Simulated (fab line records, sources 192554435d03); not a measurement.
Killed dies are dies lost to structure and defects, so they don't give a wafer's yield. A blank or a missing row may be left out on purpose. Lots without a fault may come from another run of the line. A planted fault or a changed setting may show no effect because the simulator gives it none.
Split-lot experiment | flow n5_finfet | 7 lots, 21 wafers read, on a route of 1938 steps

THE SPLIT
At N5_BEOL_M11_ETCH_41 (etches SiCN in CH3F/O2, target depth 42.6 nm, time 86 s), the setting time_s was moved away from the recipe's 86 s on 6 of the 21 wafers read, by -18.5% to -11.8%. The other wafers ran this setting at the recipe's value.

The reading is taken at the split's own step.

THE READING
etch.depth_nm (the simulator's own value, which no gauge read), in nm, at N5_BEOL_M11_ETCH_41 (etches SiCN in CH3F/O2, target depth 42.6 nm, time 86 s). The file gives no usual value for it. The 15 wafers here that ran the recipe average 32.56 nm, standard deviation 0.66 nm.

wafer  | tool, chamber at the split | time_s as run, s | against the recipe | etch.depth_nm, nm | against lot-mates on the recipe
L074.2 | rie_diel-04, 0             | 86               | recipe             | 32.34             | -
L074.3 | rie_diel-04, 2             | 86               | recipe             | 33.09             | -
L074.6 | rie_diel-04, 1             | 86               | recipe             | 33.29             | -
L076.1 | rie_diel-04, 0             | 70.11            | -18.5%             | 26.53             | no lot-mate on the recipe
L076.4 | rie_diel-04, 1             | 70.11            | -18.5%             | 27.17             | no lot-mate on the recipe
L076.6 | rie_diel-04, 3             | 70.11            | -18.5%             | 27.66             | no lot-mate on the recipe
L077.1 | rie_diel-04, 3             | 86               | recipe             | 33.67             | -
L077.4 | rie_diel-04, 1             | 86               | recipe             | 33.12             | -
L077.5 | rie_diel-04, 3             | 86               | recipe             | 33.94             | -
L081.1 | rie_diel-01, 0             | 86               | recipe             | 32.18             | -
L081.3 | rie_diel-01, 2             | 75.71            | -12.0%             | 29.05             | -2.89
L081.5 | rie_diel-01, 1             | 86               | recipe             | 31.71             | -
L082.2 | rie_diel-01, 2             | 70.74            | -17.7%             | 27.05             | -5.20
L082.4 | rie_diel-01, 0             | 86               | recipe             | 32.35             | -
L082.5 | rie_diel-01, 3             | 86               | recipe             | 32.16             | -
L089.1 | rie_diel-01, 0             | 86               | recipe             | 31.77             | -
L089.2 | rie_diel-01, 1             | 75.87            | -11.8%             | 28.02             | -4.05
L089.3 | rie_diel-01, 3             | 86               | recipe             | 32.37             | -
L090.2 | rie_diel-01, 1             | 86               | recipe             | 32.03             | -
L090.3 | rie_diel-01, 3             | 86               | recipe             | 32.28             | -
L090.5 | rie_diel-01, 0             | 86               | recipe             | 32.09             | -

THE FIT
A straight line over all 21 wafers: etch.depth_nm changes by +0.304 nm for each +1% of time_s; r = +0.96; the points scatter about the line by 0.66 nm.
The same after taking each lot's own level away (the mean of its wafers on the recipe; 18 wafers): +0.293 nm for each +1%; r = +0.98; scatter 0.35 nm.
On that fit, the largest move of time_s shifts the reading by 5.4 nm.
The lots' own levels span 31.945 to 33.577 nm, that is 2.5 times the standard deviation above.
So the lot-to-lot level changes the slope little: the two slopes agree.
Check: with one of the wafers moved furthest among these (-17.7%) left out of the fit, the line predicts -5.18 nm for it against its lot-mates. It came out at -5.2 nm against them.

OTHER SPLITS ON THESE WAFERS
These wafers also went through other splits before the reading. Each is held against what the fit with the lots' levels taken away leaves over:
other split on the same wafers    | wafers away from the commonest value | r with etch.depth_nm (lot level and that fit taken away)
N5_BEOL_M10_COAT_64 spin_rpm      | 6                                    | -0.36
N5_BEOL_M11_TRENCH_ETCH_37 bias_w | 8                                    | +0.19

THE FILE'S OWN FIT
etch.depth_nm changes by +0.293 nm for each +1% of time_s, r = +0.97.
